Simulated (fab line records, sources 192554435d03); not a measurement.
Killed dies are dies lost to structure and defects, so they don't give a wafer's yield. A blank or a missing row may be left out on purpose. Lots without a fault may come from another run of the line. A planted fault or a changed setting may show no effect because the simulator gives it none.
Split-lot experiment | flow n5_finfet | 7 lots, 21 wafers read, on a route of 1938 steps

THE SPLIT
At N5_BEOL_M11_COAT_59 (time 60 s, resist thk 100 nm), the setting spin_rpm was moved away from the recipe's 1500 rpm on 7 of the 21 wafers read, by -10.9% to +11.1%. The other wafers ran this setting at the recipe's value.

FROM THE SPLIT TO THE READING: what the file shows between them, 4 steps
- N5_BEOL_M11_COAT_60: time 60 s, resist thk 30 nm
- N5_BEOL_M11_COAT_05: resist thk 90 nm
- N5_BEOL_M11_DESCUM_16: chemistry O2, time 7.9 s
- N5_BEOL_M11_ETCH_61: etches SiARC in CF4, target depth 39 nm, time 65 s

THE READING
etch.depth_nm (the simulator's own value, which no gauge read), in nm, at N5_BEOL_M11_ETCH_62 (etches SOC in N2/H2, target depth 110 nm, overetch 22 nm, time 165 s). The file gives no usual value for it. The 14 wafers here that ran the recipe average 100.29 nm, standard deviation 0.3 nm.

wafer  | tool, chamber at the split | spin_rpm as run, rpm | against the recipe | etch.depth_nm, nm | against lot-mates on the recipe
L077.2 | litho_track-03, 0          | 1372                 | -8.5%              | 104.7             | +4.99
L077.4 | litho_track-03, 0          | 1372                 | -8.5%              | 104.3             | +4.59
L077.5 | litho_track-03, 0          | 1500                 | recipe             | 99.71             | -
L082.1 | litho_track-02, 0          | 1500                 | recipe             | 100.4             | -
L082.2 | litho_track-02, 0          | 1500                 | recipe             | 101               | -
L082.5 | litho_track-02, 0          | 1500                 | recipe             | 100.6             | -
L079.1 | litho_track-02, 0          | 1500                 | recipe             | 100.3             | -
L079.5 | litho_track-02, 0          | 1667                 | +11.1%             | 94.77             | -5.58
L079.6 | litho_track-02, 0          | 1500                 | recipe             | 100.4             | -
L085.1 | litho_track-04, 0          | 1500                 | recipe             | 100.2             | -
L085.5 | litho_track-04, 0          | 1500                 | recipe             | 100.3             | -
L085.6 | litho_track-04, 0          | 1500                 | recipe             | 100.1             | -
L089.1 | litho_track-02, 0          | 1500                 | recipe             | 100.4             | -
L089.6 | litho_track-02, 0          | 1500                 | recipe             | 100.4             | -
L089.2 | litho_track-02, 0          | 1385                 | -7.7%              | 104.5             | +4.10
L093.4 | litho_track-04, 0          | 1651                 | +10.1%             | 95.28             | -4.84
L093.5 | litho_track-04, 0          | 1500                 | recipe             | 99.95             | -
L093.6 | litho_track-04, 0          | 1500                 | recipe             | 100.3             | -
L095.1 | litho_track-03, 0          | 1336                 | -10.9%             | 106.1             | +6.14
L095.2 | litho_track-03, 0          | 1500                 | recipe             | 99.96             | -
L095.4 | litho_track-03, 0          | 1336                 | -10.9%             | 106               | +6.04

THE FIT
A straight line over all 21 wafers: etch.depth_nm changes by -0.51 nm for each +1% of spin_rpm; r = -1.00; the points scatter about the line by 0.29 nm.
The same after taking each lot's own level away (the mean of its wafers on the recipe; 21 wafers): -0.531 nm for each +1%; r = -1.00; scatter 0.21 nm.
On that fit, the largest move of spin_rpm shifts the reading by 5.9 nm.
The lots' own levels span 99.710 to 100.667 nm, that is 3.2 times the standard deviation above.
So the lot-to-lot level changes the slope little: the two slopes agree.
Check: with one of the wafers moved furthest among these (+11.1%) left out of the fit, the line predicts -5.91 nm for it against its lot-mates. It came out at -5.58 nm against them.

OTHER SPLITS ON THESE WAFERS
These wafers also went through other splits before the reading. Each is held against what the fit with the lots' levels taken away leaves over:
other split on the same wafers    | wafers away from the commonest value | r with etch.depth_nm (lot level and that fit taken away)
N5_BEOL_M8_EXPOSE_25 dose_mj      | 10                                   | +0.23
N5_BEOL_M9_HM_DEP_02 target_thk_a | 5                                    | -0.28
N5_BEOL_M9_COAT_05 spin_rpm       | 9                                    | +0.23
N5_BEOL_M11_PECVD_70 time_s       | 9                                    | +0.14

THE WHOLE CHAIN: every reading that the file lists as answering this split, in the file's order
step                | what it does                                                         | reading                                                                         | change (the file's fit)               | r (the file's)
N5_BEOL_M11_COAT_59 | time 60 s, resist thk 100 nm                                         | SOC_of_BEOL_M11_COAT_59.thk_nm (the simulator's own value, which no gauge read) | -0.522 nm for each +1% of the setting | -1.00
N5_BEOL_M11_ETCH_62 | etches SOC in N2/H2, target depth 110 nm, overetch 22 nm, time 165 s | etch.depth_nm (the simulator's own value, which no gauge read)                  | -0.524 nm for each +1% of the setting | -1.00

THE FILE'S OWN FIT
etch.depth_nm changes by -0.524 nm for each +1% of spin_rpm, r = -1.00.
